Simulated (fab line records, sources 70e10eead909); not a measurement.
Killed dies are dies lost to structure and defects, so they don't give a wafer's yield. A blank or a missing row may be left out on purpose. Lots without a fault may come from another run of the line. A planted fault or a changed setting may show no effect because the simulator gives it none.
Chamber matching | flow nand_harc | NHARC_P_GATE_DESCUM_48 on rie_diel-08: 4 sister chambers
The step chemistry O2, time 3 s. 16 wafers are shown with their chamber, then 8 later ones without.

WAFERS WITH THEIR CHAMBER
wafer  | chamber | drypump_motor_current_A (A) | oes_product_au (a.u.) | rf_vpp_V (V)
L074.2 | 0       | 5.69                        | 0.994                 | 57.7
L074.3 | 1       | 5.93                        | 1.008                 | 57.7
L074.4 | 3       | 5.67                        | 0.983                 | 56.8
L075.2 | 2       | 5.81                        | 0.963                 | 57.4
L075.3 | 1       | 5.96                        | 1.006                 | 56.4
L075.5 | 0       | 5.69                        | 0.986                 | 58.1
L077.1 | 1       | 5.98                        | 0.998                 | 57.9
L077.5 | 3       | 5.72                        | 0.989                 | 56.6
L077.6 | 0       | 5.65                        | 1.014                 | 58.1
L080.3 | 2       | 5.80                        | 0.999                 | 58.8
L080.4 | 0       | 5.69                        | 0.996                 | 58.2
L080.6 | 0       | 5.67                        | 1.004                 | 58.0
L083.1 | 3       | 5.64                        | 0.985                 | 58.2
L083.2 | 2       | 5.82                        | 1.004                 | 57.5
L083.6 | 3       | 5.66                        | 0.976                 | 57.5
L088.1 | 0       | 5.67                        | 0.993                 | 58.3

SIGNATURES (means of the wafers above)
reading                 | chamber 0 | chamber 1 | chamber 2 | chamber 3 | scatter within a chamber
drypump_motor_current_A | 5.6767    | 5.9567    | 5.8100    | 5.6725    | 0.0229
oes_product_au          | 0.99783   | 1.00400   | 0.98867   | 0.98325   | 0.0116
rf_vpp_V                | 58.067    | 57.333    | 57.900    | 57.275    | 0.602
Rule: a wafer's distance from a chamber is the root of the sum, over the readings, of the square of ((its reading less the chamber's mean) divided by the reading's scatter). The wafer belongs to the nearest chamber; if the next one is less than 2 further off, it can't be placed. The scatter: the root of (the sum of the squares of (reading less its chamber's mean) over the shown wafers, divided by (wafers less chambers)).

WAFERS WITHOUT THEIR CHAMBER
wafer  | drypump_motor_current_A (A) | oes_product_au (a.u.) | rf_vpp_V (V)
L088.3 | 5.95                        | 1.017                 | 57.6
L088.4 | 5.65                        | 0.987                 | 57.9
L089.1 | 5.81                        | 1.002                 | 57.1
L089.2 | 5.67                        | 0.989                 | 57.4
L089.3 | 5.66                        | 0.988                 | 57.4
L094.1 | 5.67                        | 1.000                 | 57.8
L094.4 | 5.65                        | 0.991                 | 56.5
L094.5 | 5.67                        | 0.993                 | 59.1

WHICH CHAMBER EACH WENT THROUGH
wafer  | from the rows above     | in truth
L088.3 | 1                       | 1
L088.4 | can't be placed: 3 or 0 | 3
L089.1 | 2                       | 2
L089.2 | can't be placed: 3 or 0 | 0
L089.3 | can't be placed: 3 or 0 | 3
L094.1 | can't be placed: 0 or 3 | 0
L094.4 | can't be placed: 3 or 0 | 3
L094.5 | can't be placed: 0 or 3 | 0
Placed correctly: 2 of 8. Can't be placed from these rows: 6 (the true chamber is among the candidates in 6). Placed wrongly: 0.
